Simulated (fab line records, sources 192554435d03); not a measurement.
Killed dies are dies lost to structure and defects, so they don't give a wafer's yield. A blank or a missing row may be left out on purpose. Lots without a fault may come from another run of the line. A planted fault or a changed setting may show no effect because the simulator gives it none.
Split-lot experiment | flow n5_finfet | 7 lots, 39 wafers read, on a route of 1938 steps

THE SPLIT
At N5_ZERO_LAYER_DEVELOP_10 (develop time 60 s), the setting develop_time_s was moved away from the recipe's 60 s on 12 of the 39 wafers read, by -48.9% to +45.4%. The other wafers ran this setting at the recipe's value.

FROM THE SPLIT TO THE READING: what the file shows between them, 1 step
- N5_ZERO_LAYER_HARDBAKE_23: time 120 s

THE READING
cd_nm, in nm, at N5_ZERO_LAYER_CD_MEAS_11 (target cd 2000 nm). Fault-free wafers of this fab line usually give 2000.3 nm, standard deviation 1.4 nm.

wafer  | tool, chamber at the split | develop_time_s as run, s | against the recipe | cd_nm, nm | against lot-mates on the recipe
L075.1 | litho_track-02, 0          | 60                       | recipe             | 1997.5    | -
L075.2 | litho_track-02, 0          | 60                       | recipe             | 2000.7    | -
L075.3 | litho_track-02, 0          | 60                       | recipe             | 1999.3    | -
L075.4 | litho_track-02, 0          | 60                       | recipe             | 1996.9    | -
L075.5 | litho_track-02, 0          | 60                       | recipe             | 1996.5    | -
L075.6 | litho_track-02, 0          | 60                       | recipe             | 1998.3    | -
L076.1 | litho_track-05, 0          | 83.06                    | +38.4%             | 2008.7    | +5.6
L076.2 | litho_track-05, 0          | 83.06                    | +38.4%             | 2009.7    | +6.6
L076.3 | litho_track-05, 0          | 60                       | recipe             | 2001.8    | -
L076.4 | litho_track-05, 0          | 60                       | recipe             | 2004.6    | -
L076.5 | litho_track-05, 0          | 60                       | recipe             | 2002.8    | -
L076.6 | litho_track-05, 0          | 83.06                    | +38.4%             | 2008.9    | +5.8
L077.1 | litho_track-02, 0          | 30.65                    | -48.9%             | 1983.5    | -16.4
L077.2 | litho_track-02, 0          | 60                       | recipe             | 1998.4    | -
L077.3 | litho_track-02, 0          | 30.65                    | -48.9%             | 1985.6    | -14.3
L077.4 | litho_track-02, 0          | 60                       | recipe             | 2001.5    | -
L077.5 | litho_track-02, 0          | 30.65                    | -48.9%             | 1984.7    | -15.2
L077.6 | litho_track-02, 0          | 60                       | recipe             | 1999.8    | -
L086.1 | litho_track-05, 0          | 60                       | recipe             | 2000.3    | -
L086.2 | litho_track-05, 0          | 60                       | recipe             | 1998.7    | -
L086.3 | litho_track-05, 0          | 60                       | recipe             | 2000.8    | -
L086.4 | litho_track-05, 0          | 60                       | recipe             | 1999.5    | -
L086.5 | litho_track-05, 0          | 60                       | recipe             | 1999.0    | -
L086.6 | litho_track-05, 0          | 60                       | recipe             | 1999.9    | -
L089.1 | litho_track-05, 0          | 86.82                    | +44.7%             | 2006.7    | +7.2
L089.2 | litho_track-05, 0          | 60                       | recipe             | 1998.2    | -
L089.3 | litho_track-05, 0          | 60                       | recipe             | 2000.2    | -
L089.4 | litho_track-05, 0          | 60                       | recipe             | 2000.0    | -
L089.5 | litho_track-05, 0          | 86.82                    | +44.7%             | 2010.2    | +10.7
L089.6 | litho_track-05, 0          | 86.82                    | +44.7%             | 2008.2    | +8.7
L092.1 | litho_track-05, 0          | 60                       | recipe             | 2000.2    | -
L092.2 | litho_track-05, 0          | 60                       | recipe             | 1999.3    | -
L092.3 | litho_track-05, 0          | 87.23                    | +45.4%             | 2006.9    | +7.3
L092.4 | litho_track-05, 0          | 60                       | recipe             | 1999.4    | -
L092.5 | litho_track-05, 0          | 87.23                    | +45.4%             | 2007.4    | +7.8
L092.6 | litho_track-05, 0          | 87.23                    | +45.4%             | 2007.1    | +7.5
L093.1 | litho_track-02, 0          | 60                       | recipe             | 1999.8    | -
L093.4 | litho_track-02, 0          | 60                       | recipe             | 1999.8    | -
L093.5 | litho_track-02, 0          | 60                       | recipe             | 1999.4    | -

THE FIT
A straight line over all 39 wafers: cd_nm changes by +0.236 nm for each +1% of develop_time_s; r = +0.94; the points scatter about the line by 2 nm.
The same after taking each lot's own level away (the mean of its wafers on the recipe; 39 wafers): +0.225 nm for each +1%; r = +0.95; scatter 1.7 nm.
On that fit, the largest move of develop_time_s shifts the reading by 11 nm.
The lots' own levels span 1998.20 to 2003.07 nm, that is 3.5 times the standard deviation above.
So the lot-to-lot level changes the slope little: the two slopes agree.
Check: with one of the wafers moved furthest among these (-48.9%) left out of the fit, the line predicts -11 nm for it against its lot-mates. It came out at -16.4 nm against them.

THE WHOLE CHAIN: every reading that the file lists as answering this split, in the file's order
step                     | what it does             | reading                                                           | change (the file's fit)               | r (the file's)
N5_ZERO_LAYER_CD_MEAS_11 | target cd 2000 nm        | cd_nm                                                             | +0.217 nm for each +1% of the setting | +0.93
N5_ZERO_LAYER_DESCUM_16  | chemistry O2, time 7.9 s | ZERO_LAYER.cd_nm (the simulator's own value, which no gauge read) | +0.219 nm for each +1% of the setting | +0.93

THE FILE'S OWN FIT
cd_nm changes by +0.217 nm for each +1% of develop_time_s, r = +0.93.
